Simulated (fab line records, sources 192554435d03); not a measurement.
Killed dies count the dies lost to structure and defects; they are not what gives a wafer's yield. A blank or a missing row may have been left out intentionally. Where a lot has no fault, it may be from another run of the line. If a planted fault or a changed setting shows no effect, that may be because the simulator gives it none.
Problem report, 8D (eight disciplines) form, completed by code :: flow n5Finfet :: the parts of the form that need people (team, actions taken, sign-off) are left out

## 1. WHAT WENT WRONG
V6_OVL at N5_BEOL_M7_OVL_MEAS_29 reads a mean of 9.9 nm on 6 wafers of 2 lots; wafers without a fault read -0.5 nm with a standard deviation of 0.6. That is +17 standard deviations from the usual mean.
First seen on wafer L302.3, day 12 19:35, on overlay-02. At this step, 33 wafers from 11 lots have a number in the record. Rule for "out" (also "out of limits"): further than 4 standard deviations from the usual mean. All remaining wafers that have a number are taken as sound.

## 2. WHAT IT IS, WHAT IT ISN'T
question: which readings at this step
is: V6_OVL
is not: -

question: which lots
is: L302, L303
is not: L288, L289, L291, L294, L298, L300, L305, L306, L309

question: which wafers of those lots
is: all that have a number
is not: -

question: read on which gauges
is: overlay-02
is not: overlay-01

question: when
is: from day 12 19:35
is not: up to then (18 sound wafers); but 9 sound wafers of L305, L306, L309 came after

## 3. SUSPECTS, AND WHAT RULES EACH OUT
Counting: a tool at any process step up to the reading remains a suspect when it ran all the lots that are out and ran no sound lot after the first of those.
- the gauge at N5_BEOL_M7_OVL_MEAS_29: kept. All the wafers that are out were read on overlay-02, and no step on other tools shows them out.
- euvScanner-01 at N5_BEOL_M7_EXPOSE_25 (exposes mask V6, target cd 40 nm): kept. It ran every lot that is out, first L302 (day 12 19:25), and no sound lot after that; its last sound lot up to then is L300 (day 12 10:38).
Left after counting: euvScanner-01 at N5_BEOL_M7_EXPOSE_25, overlay-02 at N5_BEOL_M7_OVL_MEAS_29.

## 4. THE CAUSE (what the simulator had put in)
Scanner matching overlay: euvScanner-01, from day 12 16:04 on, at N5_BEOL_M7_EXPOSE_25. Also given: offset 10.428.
2 suspects survive the count, and this tool is in that group.

## 5. THE EFFECT CHAIN, in route order
One row per reading whose mean, taken over the struck wafers that have a number, lies over 3 standard deviations from the usual. Only readings for which the record gives a usual standard deviation are gone through. hours: the time from each lot's start at the first step in this table that gives one to its start at this step, as a median over the lots. sigmas: the change in usual standard deviations.
hours: 0
step: N5_BEOL_M7_OVL_MEAS_29
reading: V6_OVL
usual: -0.5 nm
on struck wafers: 9.9
change: +10.4
sigmas: +17

## 6. HOW IT WOULD HAVE BEEN CAUGHT EARLIER
Counted from the fault's start at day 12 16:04, it took 4 hours until the first out-of-limits reading at a measuring or inspecting step in this record, taken at day 12 19:35.
Of the lots that are out (2), L303 began N5_BEOL_M7_EXPOSE_25 on euvScanner-01 after day 12 19:35. A hold on the tool at that time would have spared it.
